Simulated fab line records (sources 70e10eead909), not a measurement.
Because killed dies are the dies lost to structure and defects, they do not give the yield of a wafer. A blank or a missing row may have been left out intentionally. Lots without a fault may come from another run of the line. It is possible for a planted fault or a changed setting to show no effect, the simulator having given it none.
Which tool was responsible? || flow nandHarc || 7 lots with 21 wafers sampled at 4 steps, on a route of 1159 steps

## WHAT THE GAUGES READ, wafer by wafer
NHARC_P_M2_THK_MEAS_24: measures by xrf.
{"lot": "L549", "measured": "day 7 19:09", "on": "filmMetro-02", "thkNm (nm)": "28.6 29.8 31.7"}
{"lot": "L552", "measured": "day 8 22:08", "on": "filmMetro-02", "thkNm (nm)": "147.0 145.2 144.8"}
{"lot": "L556", "measured": "day 9 20:28", "on": "filmMetro-02", "thkNm (nm)": "145.4 146.3 143.8"}
{"lot": "L560", "measured": "day 10 16:41", "on": "filmMetro-01", "thkNm (nm)": "145.3 143.3 145.3"}
{"lot": "L561", "measured": "day 10 21:52", "on": "filmMetro-02", "thkNm (nm)": "141.4 142.0 143.4"}
{"lot": "L563", "measured": "day 11 11:31", "on": "filmMetro-02", "thkNm (nm)": "145.5 144.9 144.6"}
{"lot": "L565", "measured": "day 12 01:26", "on": "filmMetro-01", "thkNm (nm)": "145.5 144.7 145.2"}

## EACH LOT AND THE TOOL THAT RAN IT (in order: tool; ch and the chambers of the sampled wafers; start)
{"lot": "L549", "NHARC_P_M2_DESCUM_14": "rieDiel-13 ch 1,2,3, day 7 16:43", "NHARC_P_M2_ECD_22": "ecdCu-02 ch 0,1, day 7 18:10", "NHARC_P_M2_CMP_23": "cmp-01 ch 0,1,2, day 7 18:50"}
{"lot": "L552", "NHARC_P_M2_DESCUM_14": "rieDiel-10 ch 1,2,3, day 8 19:26", "NHARC_P_M2_ECD_22": "ecdCu-01 ch 0,1, day 8 21:13", "NHARC_P_M2_CMP_23": "cmp-04 ch 0,1,3, day 8 21:52"}
{"lot": "L556", "NHARC_P_M2_DESCUM_14": "rieDiel-13 ch 1,2, day 9 18:02", "NHARC_P_M2_ECD_22": "ecdCu-02 ch 0,1, day 9 19:27", "NHARC_P_M2_CMP_23": "cmp-04 ch 1,2, day 9 20:10"}
{"lot": "L560", "NHARC_P_M2_DESCUM_14": "rieDiel-13 ch 1,2,3, day 10 13:23", "NHARC_P_M2_ECD_22": "ecdCu-01 ch 0,1, day 10 15:42", "NHARC_P_M2_CMP_23": "cmp-04 ch 0,1,2, day 10 16:23"}
{"lot": "L561", "NHARC_P_M2_DESCUM_14": "rieDiel-13 ch 0,3, day 10 19:20", "NHARC_P_M2_ECD_22": "ecdCu-01 ch 0,1, day 10 20:55", "NHARC_P_M2_CMP_23": "cmp-01 ch 0,1,3, day 10 21:36"}
{"lot": "L563", "NHARC_P_M2_DESCUM_14": "rieDiel-13 ch 0,1, day 11 09:05", "NHARC_P_M2_ECD_22": "ecdCu-01 ch 0,1, day 11 10:28", "NHARC_P_M2_CMP_23": "cmp-02 ch 0,1,2, day 11 11:13"}
{"lot": "L565", "NHARC_P_M2_DESCUM_14": "rieDiel-13 ch 0,1,2, day 11 23:01", "NHARC_P_M2_ECD_22": "ecdCu-02 ch 0,1, day 12 00:24", "NHARC_P_M2_CMP_23": "cmp-02 ch 1,2,3, day 12 01:07"}
- NHARC_P_M2_DESCUM_14: chemistry O2, time 3 s.
- NHARC_P_M2_ECD_22: material Cu, target thk 400 nm.
- NHARC_P_M2_CMP_23: polishes, t overpolish 20 s, target thk 144.3 nm.

## THE ANSWER, worked out from the rows above alone
Rule: what is usual is taken from the lots themselves. Put in order of their means at a reading, lots are off if they are a third of the lots or fewer, leave a main group of 4 or more, and stand apart from it by a gap of 3 or more times the standard deviation of the main group's means; of several such gaps the widest counts. If all means in a main group match to the digits the tables above print for the reading, that group is not used. A lot without any number at a reading at which 4 lots or more have one is off too. Where the step has rows for the other lots, those lots are counted as sound.
Off: L549, at NHARC_P_M2_THK_MEAS_24 (thkNm). For the main group the mean is 144.6 nm and the standard deviation 1.1.
If a tool, at a process step before that reading, ran all the lots that are off and no sound lot after the first of them, it fits. Those tools and the gauges at NHARC_P_M2_THK_MEAS_24 are tried in the same way. None of those tried fits.

## WHAT THE SIMULATOR HAD PUT IN
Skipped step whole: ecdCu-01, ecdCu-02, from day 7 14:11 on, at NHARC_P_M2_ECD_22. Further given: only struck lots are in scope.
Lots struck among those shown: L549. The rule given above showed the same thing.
